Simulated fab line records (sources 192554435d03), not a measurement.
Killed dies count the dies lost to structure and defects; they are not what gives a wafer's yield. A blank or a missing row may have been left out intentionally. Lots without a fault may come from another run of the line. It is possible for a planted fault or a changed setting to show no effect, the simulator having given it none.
Which of the tools did it? :: flow n5-finfet :: 13 lots, 37 wafers sampled, at 4 steps of a route of 1938

== WHAT EACH GAUGE READ, for each wafer ==
Not one reading of a measure or inspect step in the record can be checked against a usual standard deviation.

== WHAT TOOL EACH LOT RAN ON (gives the tool, then ch and the chambers of the sampled wafers, and finally the start) ==
lot: L452
N5_BEOL_M15_DEGAS_41: pvd-sputter-02, day 11 19:31
N5_BEOL_M15_ANNEAL_48: rtp-anneal-02 ch 0, day 11 20:12
N5_BEOL_M15_DEP_53: pecvd-04 ch 1,2, day 11 20:48
N5_MIM_TOP_ALD_01: ald-hk-02 ch 0,1,2, day 11 23:00

lot: L454
N5_BEOL_M15_DEGAS_41: pvd-sputter-01, day 12 14:26
N5_BEOL_M15_ANNEAL_48: rtp-anneal-02 ch 0, day 12 15:02
N5_BEOL_M15_DEP_53: pecvd-04 ch 1,2, day 12 15:42
N5_MIM_TOP_ALD_01: ald-hk-03 ch 2,3, day 12 18:00

lot: L455
N5_BEOL_M15_DEGAS_41: pvd-sputter-01, day 12 18:14
N5_BEOL_M15_ANNEAL_48: rtp-anneal-01 ch 0, day 12 18:50
N5_BEOL_M15_DEP_53: pecvd-02 ch 0,2, day 12 19:29
N5_MIM_TOP_ALD_01: ald-hk-01 ch 0,2,3, day 12 21:00

lot: L456
N5_BEOL_M15_DEGAS_41: pvd-sputter-01, day 13 01:10
N5_BEOL_M15_ANNEAL_48: rtp-anneal-02 ch 0, day 13 01:46
N5_BEOL_M15_DEP_53: pecvd-02 ch 0,1,2, day 13 02:25
N5_MIM_TOP_ALD_01: ald-hk-02 ch 0,1,3, day 13 04:00

lot: L457
N5_BEOL_M15_DEGAS_41: pvd-sputter-01, day 13 03:37
N5_BEOL_M15_ANNEAL_48: rtp-anneal-02 ch 0, day 13 04:15
N5_BEOL_M15_DEP_53: pecvd-01 ch 1,2, day 13 04:53
N5_MIM_TOP_ALD_01: ald-hk-02 ch 1,2, day 13 07:00

lot: L459
N5_BEOL_M15_DEGAS_41: pvd-sputter-01, day 13 12:13
N5_BEOL_M15_ANNEAL_48: rtp-anneal-02 ch 0, day 13 12:55
N5_BEOL_M15_DEP_53: pecvd-01 ch 0,1, day 13 13:28
N5_MIM_TOP_ALD_01: ald-hk-01 ch 0,1, day 13 16:00

lot: L460
N5_BEOL_M15_DEGAS_41: pvd-sputter-01, day 13 19:17
N5_BEOL_M15_ANNEAL_48: rtp-anneal-02 ch 0, day 13 19:59
N5_BEOL_M15_DEP_53: pecvd-04 ch 0,1, day 13 20:35
N5_MIM_TOP_ALD_01: ald-hk-02 ch 0,2,3, day 13 23:00

lot: L462
N5_BEOL_M15_DEGAS_41: pvd-sputter-02, day 14 05:20
N5_BEOL_M15_ANNEAL_48: rtp-anneal-01 ch 0, day 14 05:59
N5_BEOL_M15_DEP_53: pecvd-01 ch 1,2, day 14 06:41
N5_MIM_TOP_ALD_01: ald-hk-01 ch 2,3, day 14 09:00

lot: L461
N5_BEOL_M15_DEGAS_41: pvd-sputter-02, day 14 06:14
N5_BEOL_M15_ANNEAL_48: rtp-anneal-01 ch 0, day 14 06:53
N5_BEOL_M15_DEP_53: pecvd-04 ch 1,2, day 14 07:29
N5_MIM_TOP_ALD_01: ald-hk-02 ch 0,1,2, day 14 09:00

lot: L463
N5_BEOL_M15_DEGAS_41: pvd-sputter-02, day 14 15:19
N5_BEOL_M15_ANNEAL_48: rtp-anneal-02 ch 0, day 14 16:08
N5_BEOL_M15_DEP_53: pecvd-04 ch 1,2, day 14 16:41
N5_MIM_TOP_ALD_01: ald-hk-02 ch 1,3, day 14 18:00

lot: L469
N5_BEOL_M15_DEGAS_41: pvd-sputter-03, day 16 00:58
N5_BEOL_M15_ANNEAL_48: rtp-anneal-01 ch 0, day 16 01:41
N5_BEOL_M15_DEP_53: pecvd-01 ch 1,2, day 16 02:18
N5_MIM_TOP_ALD_01: ald-hk-01 ch 1,2, day 16 04:00

lot: L467
N5_BEOL_M15_DEGAS_41: pvd-sputter-02, day 16 04:07
N5_BEOL_M15_ANNEAL_48: rtp-anneal-02 ch 0, day 16 04:47
N5_BEOL_M15_DEP_53: pecvd-01 ch 0,1, day 16 05:27
N5_MIM_TOP_ALD_01: ald-hk-01 ch 1,2,3, day 16 09:00

lot: L473
N5_BEOL_M15_DEGAS_41: pvd-sputter-02, day 17 06:28
N5_BEOL_M15_ANNEAL_48: rtp-anneal-02 ch 0, day 17 07:09
N5_BEOL_M15_DEP_53: pecvd-01 ch 1,2, day 17 07:49
N5_MIM_TOP_ALD_01: ald-hk-03 ch 0,2, day 17 09:00
- N5_BEOL_M15_DEGAS_41: time 60 s.
- N5_BEOL_M15_ANNEAL_48: time 90 s.
- N5_BEOL_M15_DEP_53: deposits SiCN from 3MS/NH3, target thk 50 nm, time 17.8 s.
- N5_MIM_TOP_ALD_01: deposits HfO2, target thk 5.6 nm, pulse time 1 s, purge time 3 s.

== WHAT THE TOOLS THEMSELVES READ (means of the sampled wafers that have a number; where no wafer has one, the mark that the record gives instead) ==
N5_BEOL_M15_DEGAS_41.
lot: L452
tool: pvd-sputter-02
heater-power-w (W): 440

lot: L454
tool: pvd-sputter-01
heater-power-w (W): 435

lot: L455
tool: pvd-sputter-01
heater-power-w (W): 445

lot: L456
tool: pvd-sputter-01
heater-power-w (W): 447

lot: L457
tool: pvd-sputter-01
heater-power-w (W): 438

lot: L459
tool: pvd-sputter-01
heater-power-w (W): 440

lot: L460
tool: pvd-sputter-01
heater-power-w (W): 455

lot: L462
tool: pvd-sputter-02
heater-power-w (W): 424

lot: L461
tool: pvd-sputter-02
heater-power-w (W): 429

lot: L463
tool: pvd-sputter-02
heater-power-w (W): 444

lot: L469
tool: pvd-sputter-03
heater-power-w (W): 453

lot: L467
tool: pvd-sputter-02
heater-power-w (W): 421

lot: L473
tool: pvd-sputter-02
heater-power-w (W): 409

N5_BEOL_M15_ANNEAL_48.
lot: L452
tool: rtp-anneal-02
wafer_temp_C_max: 225.6

lot: L454
tool: rtp-anneal-02
wafer_temp_C_max: 225.7

lot: L455
tool: rtp-anneal-01
wafer_temp_C_max: 226.8

lot: L456
tool: rtp-anneal-02
wafer_temp_C_max: 225.9

lot: L457
tool: rtp-anneal-02
wafer_temp_C_max: 225.7

lot: L459
tool: rtp-anneal-02
wafer_temp_C_max: 225.8

lot: L460
tool: rtp-anneal-02
wafer_temp_C_max: 225.8

lot: L462
tool: rtp-anneal-01
wafer_temp_C_max: 226.4

lot: L461
tool: rtp-anneal-01
wafer_temp_C_max: 226.5

lot: L463
tool: rtp-anneal-02
wafer_temp_C_max: 225.9

lot: L469
tool: rtp-anneal-01
wafer_temp_C_max: 226.2

lot: L467
tool: rtp-anneal-02
wafer_temp_C_max: 225.8

lot: L473
tool: rtp-anneal-02
wafer_temp_C_max: 225.6

N5_BEOL_M15_DEP_53.
lot: L452
tool: pecvd-04
showerhead-plenum-p-Torr (Torr): 4.159
throttle-valve-pct (%): 17.9

lot: L454
tool: pecvd-04
showerhead-plenum-p-Torr (Torr): 4.158
throttle-valve-pct (%): 18.5

lot: L455
tool: pecvd-02
showerhead-plenum-p-Torr (Torr): 4.140
throttle-valve-pct (%): 17.6

lot: L456
tool: pecvd-02
showerhead-plenum-p-Torr (Torr): 4.148
throttle-valve-pct (%): 18.0

lot: L457
tool: pecvd-01
showerhead-plenum-p-Torr (Torr): 4.162
throttle-valve-pct (%): 17.4

lot: L459
tool: pecvd-01
showerhead-plenum-p-Torr (Torr): 4.137
throttle-valve-pct (%): 18.6

lot: L460
tool: pecvd-04
showerhead-plenum-p-Torr (Torr): 4.139
throttle-valve-pct (%): 18.8

lot: L462
tool: pecvd-01
showerhead-plenum-p-Torr (Torr): 4.150
throttle-valve-pct (%): 19.2

lot: L461
tool: pecvd-04
showerhead-plenum-p-Torr (Torr): 4.155
throttle-valve-pct (%): 18.4

lot: L463
tool: pecvd-04
showerhead-plenum-p-Torr (Torr): 4.154
throttle-valve-pct (%): 18.2

lot: L469
tool: pecvd-01
showerhead-plenum-p-Torr (Torr): 4.152
throttle-valve-pct (%): 19.0

lot: L467
tool: pecvd-01
showerhead-plenum-p-Torr (Torr): 4.137
throttle-valve-pct (%): 19.3

lot: L473
tool: pecvd-01
showerhead-plenum-p-Torr (Torr): 4.159
throttle-valve-pct (%): 17.6

N5_MIM_TOP_ALD_01.
lot: L452
tool: ald-hk-02
precursor-pulse-height-rel: 1.021

lot: L454
tool: ald-hk-03
precursor-pulse-height-rel: 1.005

lot: L455
tool: ald-hk-01
precursor-pulse-height-rel: 0.997

lot: L456
tool: ald-hk-02
precursor-pulse-height-rel: 1.015

lot: L457
tool: ald-hk-02
precursor-pulse-height-rel: 0.996

lot: L459
tool: ald-hk-01
precursor-pulse-height-rel: 0.988

lot: L460
tool: ald-hk-02
precursor-pulse-height-rel: 1.007

lot: L462
tool: ald-hk-01
precursor-pulse-height-rel: 1.000

lot: L461
tool: ald-hk-02
precursor-pulse-height-rel: 1.002

lot: L463
tool: ald-hk-02
precursor-pulse-height-rel: 0.996

lot: L469
tool: ald-hk-01
precursor-pulse-height-rel: 1.019

lot: L467
tool: ald-hk-01
precursor-pulse-height-rel: 1.014

lot: L473
tool: ald-hk-03
precursor-pulse-height-rel: 0.977

== THE ANSWER, worked out from the rows above alone ==
Rule: what is usual is taken from the lots themselves. The widest of any qualifying gaps counts: lots, ordered by their means at a reading, are off when they make up no more than a third of the lots, leave a main group of 4 or more, and stand apart from it by 3 or more times the standard deviation of that group's means. A main group whose means are all the same, to the digits that the tables above print for the reading, isn't used. Also off: a lot with no number at a reading for which 4 or more lots have one. All remaining lots with rows at the step are treated as sound. The gauges are gone through in route order, then the tools' own readings, and for those a lot's mean is taken as printed above. At the first step where some lot is off, the reading lying furthest off is the one used; lots without a number count as furthest.
No lot is off at any reading shown: from this, nothing can be told.

== WHAT THE SIMULATOR HAD INSERTED ==
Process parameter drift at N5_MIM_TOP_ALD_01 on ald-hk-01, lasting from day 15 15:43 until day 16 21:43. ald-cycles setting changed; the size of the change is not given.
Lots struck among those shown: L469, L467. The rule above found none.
